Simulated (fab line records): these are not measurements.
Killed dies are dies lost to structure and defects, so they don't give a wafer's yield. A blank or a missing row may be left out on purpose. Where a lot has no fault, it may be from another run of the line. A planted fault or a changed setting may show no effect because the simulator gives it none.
Split-lot trial ; flow n5-finfet ; 39 wafers read across 7 lots, on a route 1938 steps long

## SPLIT DETAILS
At N5_SDB_HM_DEP_00 (deposits SiNx from SiH4/NH3/N2, target thk 40 nm, time 35.3 s), the setting target-thk-a was moved away from the recipe's 400 angstrom on 15 of the 39 wafers read, by -31.4% to +40.0%. This setting was run at the recipe's value on the other wafers.

## FROM THE SPLIT TO THE READING: what the file shows between them, 4 steps
- N5_SDB_COAT_03: time 60 s, resist thk 100 nm
- N5_SDB_COAT_04: time 60 s, resist thk 18 nm
- N5_SDB_STRIP_19: strips in N2/H2
- N5_SDB_STRIP_21: strips in CF4

## THE READING
oes-product-au, in a.u., at N5_SDB_HM_OPEN_20 (chemistry CH3F/O2, target SiNx, stops on poly-Si, target depth 24 nm). Fault-free wafers of this fab line usually give 0.64 a.u., standard deviation 0.056 a.u.

wafer;tool, chamber at the split;target-thk-a as run, angstrom;against the recipe;oes-product-au, a.u.;against lot-mates on the recipe
L077.1;pecvd-02, 2,0;527.7;+31.9%;0.75;+0.14
L077.2;pecvd-02, 2,0;527.7;+31.9%;0.82;+0.21
L077.3;pecvd-02, 1;400;recipe;0.57;-
L077.4;pecvd-02, 2;527.7;+31.9%;0.73;+0.12
L077.5;pecvd-02, 1;400;recipe;0.58;-
L077.6;pecvd-02, 0;400;recipe;0.68;-
L079.1;pecvd-04, 1;400;recipe;0.57;-
L079.2;pecvd-04, 2;303.3;-24.2%;0.54;-0.10
L079.3;pecvd-04, 0;303.3;-24.2%;0.51;-0.13
L079.4;pecvd-04, 2;303.3;-24.2%;0.53;-0.11
L079.5;pecvd-04, 1;400;recipe;0.67;-
L079.6;pecvd-04, 0;400;recipe;0.67;-
L082.1;pecvd-04, 2;400;recipe;0.61;-
L082.2;pecvd-04, 1;559.9;+40.0%;0.70;+0.10
L082.3;pecvd-04, 0;400;recipe;0.59;-
L082.4;pecvd-04, 1;559.9;+40.0%;0.81;+0.21
L082.5;pecvd-04, 2;559.9;+40.0%;0.81;+0.21
L082.6;pecvd-04, 0;400;recipe;0.60;-
L084.1;pecvd-04, 0,2,0;400;recipe;0.66;-
L084.2;pecvd-04, 2;400;recipe;0.61;-
L084.3;pecvd-04, 1;400;recipe;0.59;-
L084.4;pecvd-04, 0,2,0;400;recipe;0.58;-
L084.5;pecvd-04, 1;400;recipe;0.62;-
L084.6;pecvd-04, 0,2,0;400;recipe;0.58;-
L090.1;pecvd-04, 2,1;274.5;-31.4%;0.46;-0.20
L090.2;pecvd-04, 0;274.5;-31.4%;0.47;-0.19
L090.3;pecvd-04, 2,1;274.5;-31.4%;0.41;-0.25
L090.4;pecvd-04, 2,0;400;recipe;0.70;-
L090.5;pecvd-04, 2,0;400;recipe;0.70;-
L090.6;pecvd-04, 1;400;recipe;0.57;-
L095.1;pecvd-03, 0,1;276.3;-30.9%;0.43;-0.26
L095.2;pecvd-03, 1;400;recipe;0.78;-
L095.3;pecvd-03, 1;276.3;-30.9%;0.42;-0.27
L095.4;pecvd-03, 0;400;recipe;0.65;-
L095.5;pecvd-03, 0,1;276.3;-30.9%;0.42;-0.27
L095.6;pecvd-03, 0;400;recipe;0.64;-
L097.2;pecvd-03, 1;400;recipe;0.76;-
L097.4;pecvd-03, 2;400;recipe;0.62;-
L097.6;pecvd-03, 1;400;recipe;0.63;-
When a row names more than one chamber, that row covers several wafers, and the file does not tell which wafer ran in which chamber.

FIT RESULTS
A straight line over all 39 wafers: oes-product-au changes by +0.00479 a.u. for each +1% of target-thk-a; r = +0.87; the points scatter about the line by 0.055 a.u.
The same after taking each lot's own level away (the mean of its wafers on the recipe; 39 wafers): +0.00568 a.u. for each +1%; r = +0.91; scatter 0.053 a.u.
Per that fit: largest target-thk-a move, reading shift of 0.23 a.u.
The span of the lots' own levels, 0.600 to 0.690 a.u., comes to 1.6 times the standard deviation stated above.
Hence the slope depends on the lot-to-lot level, as the two fits are not the same.
Check: for one of the wafers moved furthest among these (+40.0%), held out of the fit, the line's prediction against its lot-mates is +0.232 a.u. It came out at +0.1 a.u. against them.

## ADDITIONAL SPLITS CARRIED BY THESE WAFERS
These wafers also went through other splits before the reading. Each is held against what the fit with the lots' levels taken away leaves over:
other split on the same wafers;wafers away from the commonest value;r with oes-product-au (lot level and that fit taken away)
N5_ZERO_LAYER_DEVELOP_10 develop-time-s;18;+0.13
N5_DUMMY_GATE_CVD_03 time-s;30;-0.23

## THE WHOLE CHAIN: every reading that the file lists as answering this split, in the file's order
step;what it does;reading;change (the file's fit);r (the file's)
N5_SDB_HM_DEP_00;deposits SiNx from SiH4/NH3/N2, target thk 40 nm, time 35.3 s;SiNx_of_SDB_HM_DEP_00.thk-nm (the simulator's own value, which no gauge read);+0.406 nm for each +1% of the setting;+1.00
N5_SDB_HM_OPEN_20;chemistry CH3F/O2, target SiNx, stops on poly-Si, target depth 24 nm;oes-product-au;+0.00566 a.u. for each +1% of the setting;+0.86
N5_SDB_HM_OPEN_20;chemistry CH3F/O2, target SiNx, stops on poly-Si, target depth 24 nm;etch.depth-nm (the simulator's own value, which no gauge read);+0.331 nm for each +1% of the setting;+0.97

## FILE'S OWN FIT
oes-product-au changes by +0.00566 a.u. for each +1% of target-thk-a, r = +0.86.
